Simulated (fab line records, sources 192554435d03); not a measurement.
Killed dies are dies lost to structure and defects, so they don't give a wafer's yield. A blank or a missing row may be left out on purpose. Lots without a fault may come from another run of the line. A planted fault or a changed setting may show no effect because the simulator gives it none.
fab line records | flow n5_finfet
record lots=7 wafers=39
route steps=1938 shown SD_EPI_N@275
start_h: hours from the record's first day to the start of the lot's first wafer shown | wait_h: hours since the lot's step before | " the same as in the row above | L1.1+2: a row that stands for several wafers | - no value, or no start given | * or withheld: withheld | < > ~ a bound
route shown NAME@n: a module of which the file shows steps, and the number in the route of the first | usual: mean/standard deviation of fault-free wafers | same: alike in all rows | chamber/n: place in a boat | sites: the reading at each site | _std_site: their standard deviation | _edge_site: outer sites' mean less inner sites' | radius_mm: how far each site lies from the wafer's centre | mask NAME#n: copy n | behind: the tool/chamber that last shaped the wafer | hold: why the lot was held/for how many hours/how that ended | device: the transistor (n, p or np) that didn't switch | end of line: the same wafers' tests at the end of the route | a step without rows: its recipe alone | killed: dies lost to structure and defects at the first sort, not the wafer's yield | map: a wafer's dies, x killed, . not, _ none there
set.NAME: the setting as run; set.NAME@STEP: as run at that earlier step | model.NAME: the simulator's own value behind a step, which no gauge read
lots whose settings were changed on purpose; a table a step, a row a wafer
## steps
# step N5_SD_EPI_N_ETCH_35
# recipe chemistry=N2/H2 target=SOC overetch_a=1080 mask_material=SiARC temp_c=40 ion_energy_ev=100 source_w=3000 bias_w=133 pressure_mtorr=20 time_s=486 n2_flow_sccm=200 h2_flow_sccm=200
# usual rf_vpp_V=240.8/1.2
# columns lot.wafer tool chamber start_h wait_h set.source_w rf_vpp_V
L075.1 rie_diel-04 0 54.47 0.0 3224 233.5
L075.2 " 3 " " 3000 240.4
L075.3 " 1 " " 3000 239.5
L075.4 " 2 " " 3000 242.4
L075.5 " 1 " " 3224 234.3
L075.6 " 0 " " 3224 233.6
L077.1 rie_diel-04 0 66.05 0.0 3419 229.5
L077.2 " 2 " " 3000 240.8
L077.3 " 1 " " 3419 229.6
L077.4 " 3 " " 3000 242.8
L077.5 " 0 " " 3419 230.8
L077.6 " 3 " " 3000 241.8
L081.1 rie_diel-04 2 92.09 0.0 3000 242.6
L081.2 " 3 " " 3000 243.6
L081.3 " 1 " " 3000 239.3
L081.4 " 0 " " 3000 240.8
L081.5 " 0 " " 3000 240.5
L081.6 " 3 " " 3000 241.9
L082.1 rie_diel-03 0 95.49 0.0 3000 240.5
L082.2 " 2 " " 2610 254.1
L082.3 " 1 " " 2610 252.2
L082.4 " 2 " " 3000 241.4
L082.5 " 0 " " 2610 251.7
L082.6 " 1 " " 3000 239.2
L090.1 rie_diel-03 0 145.88 0.0 3000 242.0
L090.2 " 3 " " 3000 239.5
L090.6 " 3 " " 3000 239.9
L094.1 rie_diel-01 0 171.33 0.0 3000 237.7
L094.2 " 1 " " 3518 229.7
L094.3 " 2 " " 3000 241.4
L094.4 " 3 " " 3518 227.0
L094.5 " 1 " " 3000 243.0
L094.6 " 2 " " 3518 228.3
L095.1 rie_diel-04 3 174.63 0.0 3000 242.1
L095.2 " 0 " " 3000 239.8
L095.3 " 2 " " 3444 230.7
L095.4 " 3 " " 3444 231.0
L095.5 " 0 " " 3000 241.0
L095.6 " 2 " " 3444 229.7
## key
split step=N5_SD_EPI_N_ETCH_35 setting=source_w stated=3000 by=wafer
response step=N5_SD_EPI_N_ETCH_35 reading=rf_vpp_V change=-0.796 per=1% r=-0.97
